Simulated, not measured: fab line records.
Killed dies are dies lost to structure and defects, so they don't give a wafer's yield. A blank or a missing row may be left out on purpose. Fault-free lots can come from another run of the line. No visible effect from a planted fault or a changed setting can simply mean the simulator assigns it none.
Lot-split experiment -- flow n5_finfet -- 7 lots, 21 wafers read, on a route of 1938 steps

## THE SPLIT
At N5_BEOL_M2_COAT_62 (time 60 s, resist thk 12 nm), the setting spin_rpm was moved away from the recipe's 1500 rpm on 6 of the 21 wafers read, by -3.9% to +9.0%. For the rest of the wafers, this setting stayed at what the recipe calls for.

## FROM THE SPLIT TO THE READING: what the file shows between them, 4 steps
- N5_BEOL_M2_COAT_73: time 60 s, resist thk 5 nm
- N5_BEOL_M2_COAT_05: resist thk 30 nm
- N5_BEOL_M2_DESCUM_16: chemistry O2, time 7 s
- N5_BEOL_M2_ETCH_74: etches underlayer in N2/H2, target depth 6.5 nm, time 5.2 s

## THE READING
etch.depth_nm (the simulator's own value, which no gauge read), in nm, at N5_BEOL_M2_ETCH_63 (etches SiARC in CF4, target depth 15.6 nm, time 26 s). The file gives no usual value for it. The 15 wafers here that ran the recipe average 12.00 nm, standard deviation 0.028 nm.

wafer,"tool, chamber at the split","spin_rpm as run, rpm",against the recipe,"etch.depth_nm, nm",against lot-mates on the recipe
L076.3,"litho_track-03, 0",1500,recipe,11.97,-
L076.4,"litho_track-03, 0",1500,recipe,11.96,-
L076.5,"litho_track-03, 0",1635,+9.0%,11.48,-0.48
L077.4,"litho_track-01, 0",1500,recipe,12,-
L077.5,"litho_track-01, 0",1500,recipe,12.04,-
L077.6,"litho_track-01, 0",1500,recipe,12.05,-
L083.1,"litho_track-03, 0",1500,recipe,12,-
L083.5,"litho_track-03, 0",1581,+5.4%,11.7,-0.30
L083.6,"litho_track-03, 0",1581,+5.4%,11.67,-0.33
L085.1,"litho_track-03, 0",1500,recipe,12,-
L085.2,"litho_track-03, 0",1500,recipe,11.99,-
L085.4,"litho_track-03, 0",1500,recipe,11.97,-
L088.1,"litho_track-01, 0",1452,-3.2%,12.14,+0.14
L088.2,"litho_track-01, 0",1500,recipe,11.99,-
L088.3,"litho_track-01, 0",1500,recipe,12.01,-
L090.1,"litho_track-03, 0",1615,+7.7%,11.61,-0.39
L090.2,"litho_track-03, 0",1500,recipe,12.02,-
L090.3,"litho_track-03, 0",1500,recipe,11.99,-
L092.1,"litho_track-05, 0",1500,recipe,12.05,-
L092.2,"litho_track-05, 0",1500,recipe,12.03,-
L092.6,"litho_track-05, 0",1441,-3.9%,12.31,+0.27

FIT RESULTS
A straight line over all 21 wafers: etch.depth_nm changes by -0.0576 nm for each +1% of spin_rpm; r = -0.98; the points scatter about the line by 0.035 nm.
The same after taking each lot's own level away (the mean of its wafers on the recipe; 21 wafers): -0.0551 nm for each +1%; r = -0.99; scatter 0.022 nm.
The reading moves by 0.5 nm for the largest change in spin_rpm, on that fit.
The lots' own levels span 11.965 to 12.040 nm, that is 2.7 times the standard deviation above.
So the lot-to-lot level changes the slope little: the two slopes agree.
Check: for one of the wafers moved furthest among these (+9.0%), held out of the fit, the line's prediction against its lot-mates is -0.5 nm. Against them it came out at -0.485 nm.

## OTHER SPLITS ON THESE WAFERS
These wafers also went through other splits before the reading. Each is held against what the fit with the lots' levels taken away leaves over:
other split on the same wafers,wafers away from the commonest value,r with etch.depth_nm (lot level and that fit taken away)
N5_BEOL_M1_DESCUM_33 time_s,10,+0.51
N5_BEOL_M2_ILD_DEP_00 time_s,10,+0.08

## THE WHOLE CHAIN: every reading that the file lists as answering this split, in the file's order
step,what it does,reading,change (the file's fit),r (the file's)
N5_BEOL_M2_COAT_62,"time 60 s, resist thk 12 nm","SiARC_of_BEOL_M2_COAT_62.thk_nm (the simulator's own value, which no gauge read)",-0.0632 nm for each +1% of the setting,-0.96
N5_BEOL_M2_ETCH_63,"etches SiARC in CF4, target depth 15.6 nm, time 26 s","etch.depth_nm (the simulator's own value, which no gauge read)",-0.0547 nm for each +1% of the setting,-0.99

## FILE'S OWN FIT
etch.depth_nm changes by -0.0547 nm for each +1% of spin_rpm, r = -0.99.
